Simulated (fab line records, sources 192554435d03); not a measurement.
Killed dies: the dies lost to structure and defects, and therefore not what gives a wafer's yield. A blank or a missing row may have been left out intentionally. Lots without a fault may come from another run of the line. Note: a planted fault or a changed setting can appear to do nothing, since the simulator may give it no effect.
Problem report in the 8D (eight disciplines) form, filled by code :: flow n5_finfet :: the parts of the form that need people (team, actions taken, sign-off) are left out

## 1. THE ISSUE
Wafers without a fault read 417, standard deviation 110; raw_defect_count at N5_BEOL_M10_INSPECT_13 reads a mean of 1560 on 2 wafers belonging to 2 lots. That is +10 standard deviations from the usual mean.
The step: inspects for defects (brightfield).
First observed at day 11 21:23: wafer L902.6, on defect_inspect-01. Wafers with a number at this step in the record: 30, from 10 lots. Rule for "out" (also "out of limits"): further than 4 standard deviations from the usual mean. All remaining wafers that have a number are taken as sound.

## 2. WHAT IT IS; WHAT IT IS NOT
question: which readings at this step
is: raw_defect_count
is not: -

question: which lots
is: L902, L905
is not: L894, L895, L899, L906, L907, L909, L916, L917

question: which wafers of those lots
is: L902.6, L905.1
is not: L902.2, L902.3, L905.4, L905.6

question: read on which gauges
is: defect_inspect-01, defect_inspect-02
is not: -

question: when
is: from day 11 21:23
is not: up to then (11 sound wafers); but 17 sound wafers of L905, L906, L907, L909, L916, L917 came after

## 3. SUSPECTS, AND WHAT RULES EACH OUT
Counting: if a tool at a process step up to the reading ran every lot that is out, it stays a suspect. Sound lots after the first of them don't rule it out here, since some wafers of a struck lot are sound.
- the gauge at N5_BEOL_M10_INSPECT_13 is ruled out. 2 gauges (defect_inspect-01, defect_inspect-02) read the wafers that are out.
- pecvd-04 at N5_BEOL_M10_PECVD_70 (deposits SiO2 from TEOS/O2, target thk 20 nm, time 22.7 s): kept. It ran every lot that is out, first L902 (day 11 19:05); its last sound lot up to then is L899 (day 11 16:35).
- Within pecvd-04 at N5_BEOL_M10_PECVD_70: the wafers that are out ran in chamber 2; their sound lot-mates ran in chambers 0, 1.
Remaining after the count: pecvd-04 at N5_BEOL_M10_PECVD_70.

## 4. THE CAUSE (what the simulator had put in)
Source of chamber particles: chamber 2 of pecvd-04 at N5_BEOL_M10_PECVD_70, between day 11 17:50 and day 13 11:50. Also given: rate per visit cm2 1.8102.
Counting left only this tool.

## 5. THE CHAIN OF EFFECTS, in route order
Each row: a reading whose mean over the struck wafers that have a number lies more than 3 standard deviations from the usual. Scope: only readings with a usual standard deviation given in the record; hours: median across lots of the time from each lot's start at the first step in this table that gives one to its start at this step; sigmas: change in usual standard deviations.
hours: 0
step: N5_BEOL_M10_INSPECT_13
reading: raw_defect_count
usual: 417
on struck wafers: 1560
change: +1143
sigmas: +10

hours: 3
step: N5_BEOL_M10_INSPECT_30
reading: raw_defect_count
usual: 423
on struck wafers: 1546
change: +1123
sigmas: +10

hours: 61
step: N5_PASSIVATION_PROBE_49
reading: defect_limited_yield
usual: 90.9 %
on struck wafers: 83.2
change: -7.8
sigmas: -5.5

hours: 61
step: N5_PASSIVATION_PROBE_49
reading: killed_at_M4_up
usual: 14
on struck wafers: 92
change: +78
sigmas: +15

hours: 61
step: N5_PASSIVATION_PROBE_49
reading: killed_dies
usual: 107
on struck wafers: 199
change: +92
sigmas: +5.4

hours: 61
step: N5_PASSIVATION_PROBE_49
reading: killed_on_rim
usual: 14
on struck wafers: 32
change: +18
sigmas: +4.2

hours: 61
step: N5_PASSIVATION_PROBE_49
reading: sort_bin_5_function
usual: 5.3 %
on struck wafers: 10.1
change: +4.8
sigmas: +5.1

hours: 61
step: N5_PASSIVATION_PROBE_49
reading: sort_n_pass
usual: 1073
on struck wafers: 981
change: -92
sigmas: -5.4

hours: 61
step: N5_PASSIVATION_PROBE_49
reading: sort_yield_pct
usual: 90.9 %
on struck wafers: 83.2
change: -7.8
sigmas: -5.2
It contains these process steps:
- N5_PASSIVATION_PROBE_49

## 6. HOW IT WOULD HAVE BEEN CAUGHT EARLIER
The first out-of-limits reading at a measuring or inspecting step in this record came at day 11 21:23, 4 hours after the fault's start at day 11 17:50.
No tool reading at N5_BEOL_M10_PECVD_70 that has a usual standard deviation in the record was out on any struck wafer, so an alarm limit of 4 standard deviations on those readings would not have fired.
Lots out: 2; of these, L905 started N5_BEOL_M10_PECVD_70 on pecvd-04 after day 11 21:23. Had the tool been put on hold then, it would have been spared.
